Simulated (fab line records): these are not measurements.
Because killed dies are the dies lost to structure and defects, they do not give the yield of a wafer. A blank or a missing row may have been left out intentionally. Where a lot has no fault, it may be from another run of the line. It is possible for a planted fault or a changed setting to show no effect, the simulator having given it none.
Matching of chambers    flow nand_harc    NHARC_P_GATE_DESCUM_48 on rie_diel-11 has 4 sister chambers
The step chemistry O2, time 3 s. 18 wafers are shown with their chamber, then 9 later ones without.

## EACH WAFER AND ITS CHAMBER
wafer   chamber  showerhead_plenum_p_Torr (Torr)  drypump_motor_current_A (A)  oes_product_au (a.u.)
L076.1  0        2.02                             5.72                         0.963
L076.5  3        1.95                             5.48                         1.014
L076.6  2        2.01                             5.43                         0.979
L079.2  3        1.95                             5.49                         1.022
L079.4  2        2.01                             5.44                         0.987
L079.5  2        2.01                             5.44                         0.986
L082.1  2        2.01                             5.44                         0.989
L082.4  3        1.95                             5.48                         1.023
L082.5  1        1.88                             4.97                         1.016
L084.2  0        2.01                             5.70                         0.991
L084.3  3        1.95                             5.46                         1.019
L084.4  1        1.88                             4.97                         1.009
L086.1  2        2.01                             5.45                         0.985
L086.2  1        1.88                             4.97                         1.009
L086.5  3        1.95                             5.40                         1.018
L085.1  3        1.95                             5.47                         1.025
L085.4  2        2.01                             5.44                         0.983
L085.5  3        1.95                             5.46                         1.025

SIGNATURES, as means of the wafers listed above
reading                   chamber 0  chamber 1  chamber 2  chamber 3  scatter within a chamber
showerhead_plenum_p_Torr  2.0150     1.8800     2.0100     1.9500     0.00189
drypump_motor_current_A   5.7100     4.9700     5.4400     5.4629     0.0203
oes_product_au            0.97700    1.01133    0.98483    1.02086    0.00646
Rule: distance of a wafer from a chamber = root of the sum over the readings of ((wafer's reading minus chamber's mean) / reading's scatter) squared. If the next closest chamber is less than 2 further off than the closest, the wafer can't be placed; otherwise it belongs to the closest. The scatter: take each reading less its chamber's mean, square it, sum over the shown wafers, divide by the number of wafers less the number of chambers, and take the root.

## WAFERS WITHOUT THEIR CHAMBER
wafer   showerhead_plenum_p_Torr (Torr)  drypump_motor_current_A (A)  oes_product_au (a.u.)
L090.1  2.01                             5.71                         0.989
L090.3  2.01                             5.46                         1.018
L090.4  1.95                             5.47                         1.026
L091.1  1.95                             5.44                         1.014
L091.3  2.01                             5.71                         0.979
L091.5  2.01                             5.72                         0.986
L093.1  1.95                             5.44                         1.005
L093.3  2.01                             5.70                         0.996
L093.5  2.01                             5.73                         0.992

## WHICH CHAMBER EACH WENT THROUGH
wafer   from the rows above  in truth
L090.1  0                    0
L090.3  2                    2
L090.4  3                    3
L091.1  3                    3
L091.3  0                    0
L091.5  0                    0
L093.1  3                    3
L093.3  0                    0
L093.5  0                    0
Correctly placed: 9 of 9. Can't be placed from these rows: 0. Placed wrongly: 0.
